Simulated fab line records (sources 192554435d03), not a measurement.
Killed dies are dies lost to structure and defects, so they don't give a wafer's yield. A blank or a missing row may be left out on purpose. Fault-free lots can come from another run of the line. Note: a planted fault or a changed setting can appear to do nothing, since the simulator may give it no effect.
fab line records	flow n5_finfet
record lots=7	wafers=39
route steps=1938 shown FIN_SAQP@125 DUMMY_GATE@246 HKMG_FIN@438 MOL_CONTACT_COAG@559
start_h: hours from the record's opening day to when the first of the lot's shown wafers began	wait_h: hours elapsed since this lot's preceding step	" unchanged from the row above	L1.1+2: several wafers, shown together as one row	- value missing, or start not given	* or withheld: withheld	< > ~ a bound
route shown NAME@n: NAME is a module with steps in the file, n the number in the route of the first one	usual: mean/standard deviation taken from wafers without a fault	same: alike in all rows	chamber/n: place in a boat	sites: per-site readings	_std_site: the values' standard deviation	_edge_site: the outer-site mean with the inner-site mean subtracted	radius_mm: how far each site lies from the wafer's centre	mask NAME#n: copy n	behind: the tool/chamber that last shaped the wafer	hold: what put the lot on hold/how long, in hours/how the hold closed	device: the n, p or np transistor that did not switch	end of line: the same wafers' tests at the end of the route	step lacking rows: just its recipe	killed: dies lost to structure and defects at the first sort, not the wafer's yield	map: the dies of a wafer, with x for killed, . for not killed, _ for no die there
set.NAME: the setting the step ran with; set.NAME@STEP: the setting that earlier step ran with	model.NAME: the simulator's own value behind a step, which no gauge read
lots run with intentionally changed settings; tables by step, rows by wafer
## steps
# step N5_FIN_SAQP_SPACER1_ALD_24
# recipe material=SiO2	target_thk_a=203	temp_c=300	ald_precursor_family=BDEAS	ald_co_reactant=O2-plasma	pulse_time_s=1	purge_time_s=2	co_reactant_purge_time_s=2	ald_cycles=218	pressure_torr=2
lot.wafer	tool	chamber	start_h	wait_h	set.ald_cycles	model.SiO2_of_FIN_SAQP_SPACER1_ALD_24.thk_nm
L075.1+4	ald_sin-02	3,0	29.58	0.3	218	20.2
L075.2+6	"	1,0	"	"	207	19.2
L075.3	"	2	"	"	207	19.4
L075.5	"	1	"	"	218	20.4
L078.1+2	ald_sin-02	1,2	50.49	1.7	218	20.4
L078.3+4+5	"	0,1,2	"	"	189	17.6
L078.6	"	0	"	"	218	20.2
L082.2+5	ald_sin-04	3,0	71.03	0.3	218	20.2
L082.6	"	1	"	"	218	20.4
L083.1+3	ald_sin-03	2,3	78.37	1.8	218	20.6
L083.2	"	1	"	"	196	18.4
L083.4+5	"	0	"	"	196	18.2
L083.6	"	1	"	"	218	20.4
L090.1+3	ald_sin-03	0,1	119.13	0.6	218	20.2
L090.2+4+5+6	"	2,3,3,2	"	"	218	20.4
L092.1+3+4+5+6	ald_sin-03	0,1,2,1,0	132.93	1.2	218	20.4
L092.2	"	3	"	"	218	20.6
L094.1	ald_sin-02	2	145.94	2.2	228	21.4
L094.2+4	"	1,0	"	"	218	20.4
L094.3	"	3	"	"	218	20.2
L094.5+6	"	3,0	"	"	228	21.2
# step N5_FIN_SAQP_SPACER1_ETCHBACK_25
# recipe chemistry=CHF3/O2	mode=anisotropic_etchback	target=SiO2	target_depth_a=244	time_s=12.2	pressure_mtorr=30	source_w=650	bias_w=170	Ar_flow_sccm=200	CHF3_flow_sccm=50	O2_flow_sccm=5	ion_energy_ev=200
# step N5_FIN_SAQP_MANDREL1_REMOVE_56
# recipe chemistry=HBr/Cl2/O2	bt_time_s=10	target=a-Si	stop_on=SiNx	endpoint=OES-SiCl	over_etch_frac=1	icp_w=600	bias_w=22	HBr_flow_sccm=150	Cl2_flow_sccm=80	O2_flow_sccm=5	pressure_mtorr=10
lot.wafer	tool	chamber	start_h	wait_h	set.ald_cycles@FIN_SAQP_SPACER1_ALD_24	model.FIN_SAQP.cd_nm
L075.1	rie_si-02	3	30.38	0.1	218	20
L075.2+6	"	1,2	"	"	207	19.2
L075.3	"	2	"	"	207	19.4
L075.4+5	"	0,3	"	"	218	20.2
L078.1	rie_si-06	3	51.46	0.1	218	20.4
L078.2+6	"	2,3	"	"	218	20.2
L078.3+4+5	"	0,1,0	"	"	189	17.6
L082.2+6	rie_si-06	2,1	72.00	0.1	218	20.2
L082.5	"	0	"	"	218	20
L083.1	rie_si-03	0	79.17	0.1	218	20.6
L083.2+4+5	"	3,1,3	"	"	196	18.2
L083.3+6	"	2	"	"	218	20.4
L090.1+2	rie_si-06	1,2	119.94	0.1	218	20.2
L090.3+4+5+6	"	3,0,3,0	"	"	218	20.4
L092.1+2	rie_si-02	1,3	133.78	0.1	218	20.6
L092.3	"	2	"	"	218	20.2
L092.4+5+6	"	0,2,1	"	"	218	20.4
L094.1	rie_si-03	0	146.75	0.1	228	21.6
L094.2+3+4	"	3,1,2	"	"	218	20.4
L094.5	"	3	"	"	228	21.2
L094.6	"	2	"	"	228	21
# step N5_FIN_SAQP_CD_MEAS_27
# recipe target_cd_nm=20	landing_energy_ev=1000	detector=se_inlens	polarity=line
# usual cd_nm=20.29/0.23
lot.wafer	tool	chamber	start_h	wait_h	set.ald_cycles@FIN_SAQP_SPACER1_ALD_24	cd_nm
L075.1	cd_sem-03	0	30.49	0.1	218	19.91
L075.2	"	0	"	"	207	18.89
L075.3	"	0	"	"	207	19.70
L075.4	"	0	"	"	218	20.51
L075.5	"	0	"	"	218	20.45
L075.6	"	0	"	"	207	19.22
L078.1	cd_sem-03	0	51.57	0.1	218	20.15
L078.2	"	0	"	"	218	20.37
L078.3	"	0	"	"	189	17.48
L078.4	"	0	"	"	189	17.84
L078.5	"	0	"	"	189	17.60
L078.6	"	0	"	"	218	20.10
L082.2	cd_sem-01	0	72.11	0.1	218	20.06
L082.5	"	0	"	"	218	20.01
L082.6	"	0	"	"	218	20.16
L083.1	cd_sem-03	0	79.28	0.1	218	20.76
L083.2	"	0	"	"	196	18.40
L083.3	"	0	"	"	218	20.09
L083.4	"	0	"	"	196	18.29
L083.5	"	0	"	"	196	18.24
L083.6	"	0	"	"	218	20.31
L090.1	cd_sem-01	0	120.05	0.1	218	20.46
L090.2	"	0	"	"	218	20.13
L090.3	"	0	"	"	218	20.24
L090.4	"	0	"	"	218	20.62
L090.5	"	0	"	"	218	20.31
L090.6	"	0	"	"	218	20.38
L092.1	cd_sem-02	0	133.89	0.1	218	20.32
L092.2	"	0	"	"	218	20.63
L092.3	"	0	"	"	218	20.10
L092.4	"	0	"	"	218	20.55
L092.5	"	0	"	"	218	20.54
L092.6	"	0	"	"	218	20.41
L094.1	cd_sem-03	0	146.86	0.1	228	21.72
L094.2	"	0	"	"	218	20.22
L094.3	"	0	"	"	218	20.25
L094.4	"	0	"	"	218	20.29
L094.5	"	0	"	"	228	21.44
L094.6	"	0	"	"	228	20.99
# step N5_DUMMY_GATE_ETCH_32
# recipe chemistry=CF4	target=SiO2	target_depth_a=35	time_s=3.9	ion_energy_ev=350	pressure_mtorr=10	icp_w=800	bias_w=400	cf4_flow_sccm=80
lot.wafer	tool	chamber	start_h	wait_h	set.time_s	model.etch.depth_nm
L075.1	rie_si-04	1	57.12	0.1	3.9	3.536
L075.2	"	2	"	"	3.9	3.426
L075.3	"	0	"	"	4.356	3.922
L075.4	"	3	"	"	4.356	3.657
L075.5	"	3	"	"	3.9	3.279
L075.6	"	0	"	"	4.356	3.925
L078.1	rie_si-04	1	78.19	0.1	3.543	3.193
L078.2	"	2	"	"	3.9	3.428
L078.3	"	3	"	"	3.9	3.284
L078.4	"	0	"	"	3.543	3.155
L078.5	"	0	"	"	3.543	3.166
L078.6	"	1	"	"	3.9	3.482
L082.2	rie_si-01	3	94.50	0.1	3.9	3.456
L082.5	"	2	"	"	3.9	3.55
L082.6	"	1	"	"	3.9	3.504
L083.1	rie_si-05	0	104.65	0.1	3.9	3.436
L083.2	"	2	"	"	3.9	3.416
L083.3	"	1	"	"	3.9	3.366
L083.4	"	3	"	"	3.9	3.564
L083.5	"	1	"	"	3.9	3.351
L083.6	"	0	"	"	3.9	3.445
L090.1	rie_si-04	3	143.00	0.1	3.9	3.266
L090.2	"	1	"	"	3.9	3.503
L090.3	"	2	"	"	3.9	3.414
L090.4	"	0	"	"	3.269	2.919
L090.5	"	2	"	"	3.269	2.859
L090.6	"	3	"	"	3.269	2.717
L092.1	rie_si-04	1	156.59	0.1	3.9	3.483
L092.2	"	2	"	"	3.9	3.42
L092.3	"	0	"	"	4.332	3.887
L092.4	"	2	"	"	4.332	3.859
L092.5	"	1	"	"	4.332	3.902
L092.6	"	0	"	"	3.9	3.486
L094.1	rie_si-05	1	170.55	0.1	4.806	4.073
L094.2	"	3	"	"	3.9	3.513
L094.3	"	2	"	"	4.806	4.167
L094.4	"	0	"	"	3.9	3.436
L094.5	"	1	"	"	4.806	4.121
L094.6	"	0	"	"	3.9	3.441
# step N5_DUMMY_GATE_ETCH_44
# recipe chemistry=HBr/O2	over_etch_frac=0.7	target_depth_a=1275	stop_on=SiO2	ion_energy_ev=60	bias_w=20	target=poly-Si	mask_material=SiO2	pressure_mtorr=20	icp_w=400	HBr_flow_sccm=120	O2_flow_sccm=10
# usual oes_product_au=0.728/0.012
lot.wafer	tool	chamber	start_h	wait_h	set.target_depth_a	oes_product_au
L075.1	rie_si-04	1	57.21	0.0	1275	0.722
L075.2	"	2	"	"	1122	0.810
L075.3	"	0	"	"	1122	0.781
L075.4	"	3	"	"	1122	0.764
L075.5	"	3	"	"	1275	0.730
L075.6	"	0	"	"	1275	0.716
L078.1	rie_si-04	1	78.28	0.0	1275	0.732
L078.2	"	2	"	"	1179	0.771
L078.3	"	3	"	"	1275	0.722
L078.4	"	0	"	"	1179	0.754
L078.5	"	0	"	"	1275	0.719
L078.6	"	1	"	"	1179	0.758
L082.2	rie_si-01	3	94.59	0.0	1275	0.720
L082.5	"	2	"	"	1275	0.713
L082.6	"	1	"	"	1275	0.718
L083.1	rie_si-05	0	104.74	0.0	1332	0.706
L083.2	"	2	"	"	1332	0.699
L083.3	"	1	"	"	1332	0.736
L083.4	"	3	"	"	1275	0.741
L083.5	"	1	"	"	1275	0.739
L083.6	"	0	"	"	1275	0.723
L090.1	rie_si-04	3	143.09	0.0	1275	0.724
L090.2	"	1	"	"	1126	0.784
L090.3	"	2	"	"	1126	0.778
L090.4	"	0	"	"	1275	0.716
L090.5	"	2	"	"	1126	0.793
L090.6	"	3	"	"	1275	0.717
L092.1	rie_si-04	1	156.68	0.0	1275	0.740
L092.2	"	2	"	"	1275	0.753
L092.3	"	0	"	"	1275	0.716
L092.4	"	2	"	"	1275	0.749
L092.5	"	1	"	"	1275	0.738
L092.6	"	0	"	"	1275	0.727
L094.1	rie_si-05	1	170.64	0.0	1275	0.764
L094.2	"	3	"	"	1275	0.743
L094.3	"	2	"	"	1275	0.714
L094.4	"	0	"	"	1275	0.726
L094.5	"	1	"	"	1275	0.741
L094.6	"	0	"	"	1275	0.730
# step N5_HKMG_FIN_ETCH_35
# recipe chemistry=N2/H2	target=SOC	target_depth_a=2158	ion_energy_ev=65	bias_w=5	source_w=3000	time_s=243.4	pressure_mtorr=30	n2_flow_sccm=200	h2_flow_sccm=200
lot.wafer	tool	chamber	start_h	wait_h	set.time_s	model.HKMG_FIN.feature_depth_nm	model.SOC_of_HKMG_FIN_COAT_29.thk_nm	model.etch.depth_nm
L075.1	rie_diel-03	0	86.08	0.0	243.4	224.8	74.4	224.8
L075.2	"	2	"	"	258.6	229.4	70.8	229.4
L075.3	"	1	"	"	243.4	217	83.8	216.9
L075.4	"	0	"	"	258.6	238.2	61.4	238.2
L075.5	"	2	"	"	258.6	227.8	73	227.7
L075.6	"	1	"	"	243.4	217.6	83.2	217.6
L078.1	rie_diel-02	1	109.60	0.0	243.4	216.2	83.4	216.2
L078.2	"	0	"	"	243.4	220.6	78.8	220.7
L078.3	"	2	"	"	243.4	215.8	84.6	215.8
L078.4	"	1	"	"	243.4	216	83.6	215.9
L078.5	"	2	"	"	243.4	214.4	84.8	214.4
L078.6	"	0	"	"	243.4	221	78.4	221.1
L082.2	rie_diel-02	1	126.99	0.0	243.4	216	82.4	216
L082.5	"	1	"	"	243.4	217.2	81.4	217.3
L082.6	"	2	"	"	243.4	215.2	83.6	215.1
L083.1	rie_diel-01	2	134.63	0.0	196.5	180.8	120.6	180.7
L083.2	"	0	"	"	243.4	215.2	85.8	215.3
L083.3	"	3	"	"	243.4	218	83	218
L083.4	"	1	"	"	196.5	183.6	118.2	183.7
L083.5	"	1	"	"	243.4	227	74.2	227.1
L083.6	"	2	"	"	196.5	180	120.8	180.1
L090.1	rie_diel-02	0	173.32	0.0	188.1	169.6	130.4	169.5
L090.2	"	2	"	"	188.1	165	135	165.1
L090.3	"	3	"	"	243.4	205.4	95.8	205.3
L090.4	"	3	"	"	243.4	208	92	208.1
L090.5	"	2	"	"	243.4	213.6	86.8	213.5
L090.6	"	0	"	"	188.1	167	133.6	167.1
L092.1	rie_diel-02	2	184.16	0.0	243.4	216	84	216
L092.2	"	0	"	"	277.7	250.8	48.8	250.8
L092.3	"	3	"	"	277.7	237.6	62	237.6
L092.4	"	3	"	"	277.7	237.2	61.6	237.2
L092.5	"	0	"	"	243.4	217.2	82.8	217.2
L092.6	"	2	"	"	243.4	215	85	214.9
L094.1	rie_diel-03	3	200.68	0.0	293.9	271.4	29	271.4
L094.2	"	0	"	"	293.9	266.6	32.6	266.5
L094.3	"	1	"	"	243.4	218.6	80.2	218.5
L094.4	"	2	"	"	293.9	259	40.6	259
L094.5	"	3	"	"	243.4	223	77.4	222.9
L094.6	"	0	"	"	243.4	222.4	78	222.4
# step N5_MOL_CONTACT_COAG_ALD_27
# recipe material=SiOC	target_thk_a=170	temp_c=400	ald_precursor_family=carbosiloxane	ald_co_reactant=H2-plasma	pulse_time_s=1.5	time_s=2720	purge_time_s=2	co_reactant_purge_time_s=2	ald_cycles=340	pressure_torr=2
lot.wafer	tool	chamber	start_h	wait_h	set.time_s	model.SiOC_of_MOL_CONTACT_COAG_ALD_27.thk_nm
L075.1+2+4	ald_sin-04	2,1,3	105.66	0.0	2886	17
L075.3+6	"	0,1	"	"	2720	17
L075.5	"	2	"	"	2720	17.2
L078.1+3+4	ald_sin-04	3,0,2	128.67	0.1	2720	17
L078.2	"	1	"	"	2940	16.8
L078.5+6	"	1,0	"	"	2940	17
L082.2+6	ald_sin-03	3,2	149.64	0.3	2720	17
L082.5	"	3	"	"	2720	17.2
L083.1+6	ald_sin-02	2	157.96	0.0	2306	14.4
L083.2+4+5	"	0,3,3	"	"	2720	17
L083.3	"	1	"	"	2306	14.2
L090.1+4	ald_sin-04	0,2	190.55	0.3	3352	17
L090.2+5+6	"	1,1,0	"	"	2720	17
L090.3	"	3	"	"	3352	17.2
L092.1+5	ald_sin-03	0,2	203.66	0.0	2720	17
L092.2+6	"	2,1	"	"	2125	13.2
L092.3	"	1	"	"	2720	16.8
L092.4	"	3	"	"	2125	13.4
L094.1+3+6	ald_sin-03	0,3,0	219.80	0.0	2720	17
L094.2+4+5	"	2,2,3	"	"	3327	17
## key
split step=N5_FIN_SAQP_SPACER1_ALD_24	setting=ald_cycles	stated=218	by=wafer
response step=N5_FIN_SAQP_SPACER1_ALD_24	reading=model.SiO2_of_FIN_SAQP_SPACER1_ALD_24.thk_nm	change=+0.211	per=1%	r=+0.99
response step=N5_FIN_SAQP_MANDREL1_REMOVE_56	reading=model.FIN_SAQP.cd_nm	change=+0.205	per=1%	r=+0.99
response step=N5_FIN_SAQP_CD_MEAS_27	reading=cd_nm	change=+0.201	per=1%	r=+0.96
split step=N5_DUMMY_GATE_ETCH_32	setting=time_s	stated=3.9	by=wafer
response step=N5_DUMMY_GATE_ETCH_32	reading=model.etch.depth_nm	change=+0.0315	per=1%	r=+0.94
split step=N5_DUMMY_GATE_ETCH_44	setting=target_depth_a	stated=1275	by=wafer
response step=N5_DUMMY_GATE_ETCH_44	reading=oes_product_au	change=-0.00528	per=1%	r=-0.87
split step=N5_HKMG_FIN_ETCH_35	setting=time_s	stated=243.4	by=wafer
response step=N5_HKMG_FIN_ETCH_35	reading=model.HKMG_FIN.feature_depth_nm	change=+1.96	per=1%	r=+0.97
response step=N5_HKMG_FIN_ETCH_35	reading=model.SOC_of_HKMG_FIN_COAT_29.thk_nm	change=-1.97	per=1%	r=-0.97
response step=N5_HKMG_FIN_ETCH_35	reading=model.etch.depth_nm	change=+1.96	per=1%	r=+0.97
split step=N5_MOL_CONTACT_COAG_ALD_27	setting=time_s	stated=2720	by=wafer
response step=N5_MOL_CONTACT_COAG_ALD_27	reading=model.SiOC_of_MOL_CONTACT_COAG_ALD_27.thk_nm	shape=bent	at_lowest=13.27	at_stated=17.01	at_highest=17.07
